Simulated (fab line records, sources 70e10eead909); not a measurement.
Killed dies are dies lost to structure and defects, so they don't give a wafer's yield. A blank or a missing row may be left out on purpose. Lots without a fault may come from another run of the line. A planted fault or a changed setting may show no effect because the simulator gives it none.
A struck lot beside a sound one | flow nand_harc | 21 steps out of a route of 1302
Sound: wafers L942.2, L942.3, L942.5. Struck: wafers L946.4, L946.5, L946.6. The cause comes at the end.
At each step with rows: each side's tool, then ch and its chambers, then its first start. Under that, the readings that differ: sound wafers | struck wafers | difference of the means | sigmas: that difference in standard deviations of wafers without a fault.
alike: readings whose means differ by less than 2 such deviations, and words and numbers that are the same on both sides. not compared: withheld readings, readings that some wafer has no value for, bounds like >300 that may hide the same value, and numbers for which the record gives no deviation and whose values overlap.
The two part at a step that has a row with sigmas, a row that says differs or no value, or rows on one side only. Numbers that don't overlap but have no deviation are shown without sigmas and don't part them. A reading that every wafer of one side lacks parts them only if that side has two wafers or more.

NHARC_A_BLC_CMP_25: polishes, t overpolish 30 s, target thk 150 nm.
  sound on cmp-01 ch 0,1,3, day 23 13:51; struck on cmp-04 ch 0,1,3, day 25 19:44
  alike: motor_current_A, overpolish_run_s, time_to_endpoint_s
then, 1 step without rows for these wafers: NHARC_A_BLC_SRD_27.
NHARC_A_BLC_INSPECT_28:
  sound on defect_inspect-01, day 23 14:12; struck on defect_inspect-02, day 25 20:05
  alike: raw_defect_count
then, 8 steps without rows for these wafers: NHARC_A_M0_DEP_00 (deposits SiOC, target thk 150 nm); NHARC_A_M0_DEHYDRATE_01 (time 120 s); NHARC_A_M0_HMDS_02 (time 30 s); NHARC_A_M0_COAT_33 (time 65 s); NHARC_A_M0_COAT_03 (resist thk 90 nm); NHARC_A_M0_SOFTBAKE_04 (time 55 s); NHARC_A_M0_EBR_05; NHARC_A_M0_EXPOSE_06 (exposes mask A M0, target cd 80 nm).
NHARC_A_M0_PEB_07: peb time 65 s.
  sound on litho_track-01 ch 0, day 23 15:01; struck on litho_track-01 ch 0, day 25 20:55
  reading                  | sound              | struck               | difference | sigmas
  heater_power_total_W (W) | 156.7 156.3 155.9  | 160.5 159.8 159.7    | +3.7       | +9
  plate_temp_C (C)         | 100.01 99.95 99.88 | 101.50 101.45 101.67 | +1.59      | +12
then, 1 step without rows for these wafers: NHARC_A_M0_DEVELOP_08 (develop time 35 s).
NHARC_A_M0_CD_MEAS_09: target cd 80 nm.
  sound on cd_sem-02 ch 0, day 23 15:06; struck on cd_sem-03 ch 0, day 25 20:59
  reading    | sound          | struck         | difference | sigmas
  cd_nm (nm) | 80.3 79.9 79.6 | 85.2 86.0 85.5 | +5.6       | +10
NHARC_A_M0_OVL_MEAS_10: pitch 160 nm.
  sound on overlay-02, day 23 15:11; struck on overlay-01, day 25 21:05
  alike: overlay_x_nm, overlay_y_nm
NHARC_A_M0_INSPECT_11:
  sound on defect_inspect-01, day 23 15:13; struck on defect_inspect-01, day 25 21:07
  alike: raw_defect_count
NHARC_A_M0_DESCUM_14: chemistry O2, time 3 s.
  sound on rie_diel-04 ch 2,3, day 23 15:17; struck on rie_diel-01 ch 0,2,3, day 25 21:11
  reading               | sound             | struck         | difference | sigmas
  model.A_M0.cd_nm (nm) | 81.01 80.54 79.89 | 85 85.63 85.74 | +5         |
  alike: drypump_motor_current_A, oes_product_au, rf_vpp_V, showerhead_plenum_p_Torr, throttle_valve_pct
  not compared: rf_hours_counter_h
NHARC_A_M0_ETCH_34: etches the open film in N2/H2, target depth 40 nm, overetch 12 nm, time 43.94 s.
  sound on rie_diel-04 ch 1,3, day 23 15:22; struck on rie_diel-01 ch 0,1,3, day 25 21:16
  alike: drypump_motor_current_A, oes_product_au, rf_fwd_power_W, rf_vpp_V, showerhead_plenum_p_Torr, throttle_valve_pct
  not compared: rf_hours_counter_h
NHARC_A_M0_ETCH_15: etches the open film in C4F8/Ar, target depth 150 nm, overetch 15 nm, time 82.5 s.
  sound on rie_diel-04 ch 1,2,3; struck on rie_diel-01 ch 0,1,3
  reading               | sound            | struck            | difference | sigmas
  model.A_M0.cd_nm (nm) | 80.4 80.93 80.04 | 84.05 85.45 85.29 | +4.47      |
  alike: oes_product_au, rf_fwd_power_W, rf_vpp_V
  not compared: rf_hours_counter_h
NHARC_A_M0_CD_MEAS_16:
  sound on cd_sem-01, day 23 15:35; struck on cd_sem-01, day 25 21:29
  reading    | sound          | struck         | difference | sigmas
  cd_nm (nm) | 80.2 80.8 80.1 | 83.9 85.6 85.0 | +4.5       | +5
then, 1 step without rows for these wafers: NHARC_END_SORT_01.

WHERE THEY PART
First at NHARC_A_M0_PEB_07; last, within this record, at NHARC_A_M0_CD_MEAS_16.

WHY: what the simulator had put in
Process parameter drift: litho_track-01, from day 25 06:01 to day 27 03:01, at NHARC_A_M0_PEB_07. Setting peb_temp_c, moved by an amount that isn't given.
